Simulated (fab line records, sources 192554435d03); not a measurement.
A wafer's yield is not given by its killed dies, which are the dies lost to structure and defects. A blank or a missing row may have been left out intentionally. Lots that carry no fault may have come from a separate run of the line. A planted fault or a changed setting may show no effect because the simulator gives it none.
Chamber matching + flow n5Finfet + N5_FIN_CUT_STRIP_24 on rieDiel-01 has 4 sister chambers
The step strips in CF4. 20 wafers are shown with their chamber, then 10 later ones without.

EACH WAFER AND ITS CHAMBER
| wafer  | chamber | showerheadPlenumPTorr (Torr) | rfVppV (V) | oesProductAu (a.u.) |
|--------|---------|------------------------------|------------|---------------------|
| L074.1 | 3       | 1.84                         | 272.4      | 0.70                |
| L074.3 | 0       | 1.78                         | 270.8      | 0.70                |
| L074.5 | 2       | 1.84                         | 272.8      | 0.88                |
| L075.1 | 1       | 1.71                         | 270.2      | 0.75                |
| L075.2 | 2       | 1.84                         | 270.8      | 0.87                |
| L075.3 | 3       | 1.84                         | 274.0      | 0.69                |
| L075.4 | 0       | 1.78                         | 270.6      | 0.70                |
| L075.5 | 1       | 1.71                         | 270.2      | 0.74                |
| L075.6 | 0       | 1.78                         | 270.5      | 0.70                |
| L079.1 | 2       | 1.83                         | 271.3      | 0.86                |
| L079.3 | 1       | 1.71                         | 270.3      | 0.74                |
| L079.4 | 0       | 1.77                         | 269.8      | 0.70                |
| L083.2 | 2       | 1.83                         | 271.7      | 0.85                |
| L083.3 | 1       | 1.71                         | 269.1      | 0.73                |
| L083.4 | 0       | 1.77                         | 269.9      | 0.69                |
| L084.4 | 2       | 1.83                         | 271.2      | 0.84                |
| L084.5 | 1       | 1.71                         | 270.4      | 0.73                |
| L084.6 | 0       | 1.77                         | 271.6      | 0.69                |
| L091.1 | 2       | 1.83                         | 271.8      | 0.82                |
| L091.2 | 3       | 1.84                         | 272.1      | 0.93                |

SIGNATURES, as means of the wafers listed above
| reading               | chamber 0 | chamber 1 | chamber 2 | chamber 3 | scatter within a chamber |
|-----------------------|-----------|-----------|-----------|-----------|--------------------------|
| showerheadPlenumPTorr | 1.7750    | 1.7100    | 1.8333    | 1.8400    | 0.00421                  |
| rfVppV                | 270.533   | 270.040   | 271.600   | 272.833   | 0.696                    |
| oesProductAu          | 0.6967    | 0.7380    | 0.8533    | 0.7733    | 0.0498                   |
Rule: for a wafer and a chamber, the distance is found by dividing, reading by reading, the gap between the wafer's reading and the chamber's mean by the reading's scatter, squaring, summing and taking the root. If the next closest chamber is less than 2 further off than the closest, the wafer can't be placed; otherwise it belongs to the closest. How the scatter is found: for the shown wafers, subtract from each reading the mean of its chamber, square and add these, divide the total by (wafers less chambers), then take the root.

WAFERS WITHOUT THEIR CHAMBER
| wafer  | showerheadPlenumPTorr (Torr) | rfVppV (V) | oesProductAu (a.u.) |
|--------|------------------------------|------------|---------------------|
| L091.3 | 1.70                         | 270.2      | 0.72                |
| L094.1 | 1.70                         | 269.6      | 0.72                |
| L094.5 | 1.82                         | 272.9      | 0.83                |
| L094.6 | 1.70                         | 270.3      | 0.72                |
| L095.4 | 1.77                         | 270.6      | 0.94                |
| L095.5 | 1.77                         | 271.6      | 0.94                |
| L095.6 | 1.83                         | 272.7      | 0.91                |
| L097.3 | 1.77                         | 269.2      | 0.92                |
| L097.4 | 1.70                         | 267.9      | 0.71                |
| L097.5 | 1.77                         | 269.7      | 0.93                |

WHICH CHAMBER EACH WENT THROUGH
| wafer  | from the rows above     | in truth |
|--------|-------------------------|----------|
| L091.3 | 1                       | 1        |
| L094.1 | 1                       | 1        |
| L094.5 | can't be placed: 2 or 3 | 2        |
| L094.6 | 1                       | 1        |
| L095.4 | 0                       | 0        |
| L095.5 | 0                       | 0        |
| L095.6 | can't be placed: 2 or 3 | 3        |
| L097.3 | 0                       | 0        |
| L097.4 | 1                       | 1        |
| L097.5 | 0                       | 0        |
Placed correctly: 8 of 10. Cannot be placed on the basis of these rows: 2; the candidates contain the true chamber in 2. Placed wrongly: 0.
